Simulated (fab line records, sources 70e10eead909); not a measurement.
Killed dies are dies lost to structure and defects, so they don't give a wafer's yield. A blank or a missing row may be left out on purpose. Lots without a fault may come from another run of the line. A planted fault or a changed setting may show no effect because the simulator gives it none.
A struck lot beside a sound one | flow nand_harc | 13 steps out of a route of 1159
Sound: wafers L744.1, L744.4, L744.5. Struck: wafers L758.1, L758.3, L758.6. The cause comes at the end.
At each step with rows: each side's tool, then ch and its chambers, then its first start. Under that, the readings that differ: sound wafers | struck wafers | difference of the means | sigmas: that difference in standard deviations of wafers without a fault.
alike: readings whose means differ by less than 2 such deviations, and words and numbers that are the same on both sides. not compared: withheld readings, readings that some wafer has no value for, bounds like >300 that may hide the same value, and numbers for which the record gives no deviation and whose values overlap.
The two part at a step that has a row with sigmas, a row that says differs or no value, or rows on one side only. Numbers that don't overlap but have no deviation are shown without sigmas and don't part them. A reading that every wafer of one side lacks parts them only if that side has two wafers or more.

NHARC_P_CONTACT_CVD_23: deposits W, target thk 200 nm, time 557 s.
  sound on cvd_w-02 ch 0,1; struck on cvd_w-01 ch 0
  alike: heater_power_w, throttle_valve_pct
NHARC_P_CONTACT_CMP_24: polishes, t overpolish 30 s, target thk 200 nm.
  sound on cmp-03 ch 1,3, day 5 21:46; struck on cmp-02 ch 0,1,2, day 9 16:47
  alike: motor_current_A, overpolish_run_s, time_to_endpoint_s
then, 1 step without rows for these wafers: NHARC_P_CONTACT_SRD_26.
NHARC_P_CONTACT_INSPECT_27:
  sound on defect_inspect-02, day 5 22:08; struck on defect_inspect-01, day 9 17:08
  alike: raw_defect_count
then, 7 steps without rows for these wafers: NHARC_P_M0_DEP_00 (deposits SiOC, target thk 150 nm); NHARC_P_M0_DEHYDRATE_01 (time 120 s); NHARC_P_M0_HMDS_02 (time 30 s); NHARC_P_M0_COAT_33 (time 65 s); NHARC_P_M0_COAT_03 (resist thk 90 nm); NHARC_P_M0_SOFTBAKE_04 (time 55 s); NHARC_P_M0_EBR_05.
NHARC_P_M0_EXPOSE_06: exposes mask P M0, target cd 90 nm.
  sound on arfi_scanner-03 ch 0, day 5 22:47; struck on arfi_scanner-03, day 9 17:53
  no value came back on the struck wafers for exposure_dose_mJ_cm2, focus_offset_nm (nm); on the sound wafers exposure_dose_mJ_cm2 reads 81.44 81.30 81.39
  alike: mask
then, 1 step without rows for these wafers: NHARC_P_M0_PEB_07 (peb time 65 s).

WHERE THEY PART
Only at NHARC_P_M0_EXPOSE_06, within this record.

WHY: what the simulator had put in
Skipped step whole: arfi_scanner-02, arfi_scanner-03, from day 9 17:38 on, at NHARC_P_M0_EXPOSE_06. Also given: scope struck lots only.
